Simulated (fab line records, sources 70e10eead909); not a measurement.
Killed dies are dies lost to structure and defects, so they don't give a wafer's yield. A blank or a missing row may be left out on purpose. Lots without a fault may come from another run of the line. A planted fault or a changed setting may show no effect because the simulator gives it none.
Chamber matching | flow nand_harc | NHARC_A_STAIRCASE_DEP_322 on pecvd-02: 3 sister chambers
The step deposits SiO2, target thk 7200 nm. 14 wafers are shown with their chamber, then 7 later ones without.

WAFERS WITH THEIR CHAMBER
wafer  | chamber | heater_power_w (W)
L077.1 | 0       | 764
L077.5 | 1       | 589
L077.6 | 0       | 631
L081.3 | 1       | 675
L081.4 | 1       | 595
L081.5 | 0       | 642
L083.1 | 2       | 685
L083.5 | 0       | 635
L083.6 | 1       | 591
L087.1 | 2       | 646
L087.5 | 0       | 628
L087.6 | 1       | 582
L091.1 | 1       | 695
L091.2 | 0       | 773

SIGNATURES (means of the wafers above)
reading        | chamber 0 | chamber 1 | chamber 2 | scatter within a chamber
heater_power_w | 678.83    | 621.17    | 665.50    | 58.4
Rule: a wafer's distance from a chamber is the root of the sum, over the readings, of the square of ((its reading less the chamber's mean) divided by the reading's scatter). The wafer belongs to the nearest chamber; if the next one is less than 2 further off, it can't be placed. The scatter: the root of (the sum of the squares of (reading less its chamber's mean) over the shown wafers, divided by (wafers less chambers)).

WAFERS WITHOUT THEIR CHAMBER
wafer  | heater_power_w (W)
L091.4 | 579
L096.1 | 792
L096.2 | 642
L096.5 | 650
L097.2 | 638
L097.4 | 545
L097.6 | 585

WHICH CHAMBER EACH WENT THROUGH
wafer  | from the rows above          | in truth
L091.4 | can't be placed: 1 or 2 or 0 | 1
L096.1 | can't be placed: 0 or 2 or 1 | 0
L096.2 | can't be placed: 1 or 2 or 0 | 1
L096.5 | can't be placed: 2 or 0 or 1 | 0
L097.2 | can't be placed: 1 or 2 or 0 | 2
L097.4 | can't be placed: 1 or 2 or 0 | 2
L097.6 | can't be placed: 1 or 2 or 0 | 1
Placed correctly: 0 of 7. Can't be placed from these rows: 7 (the true chamber is among the candidates in 7). Placed wrongly: 0.
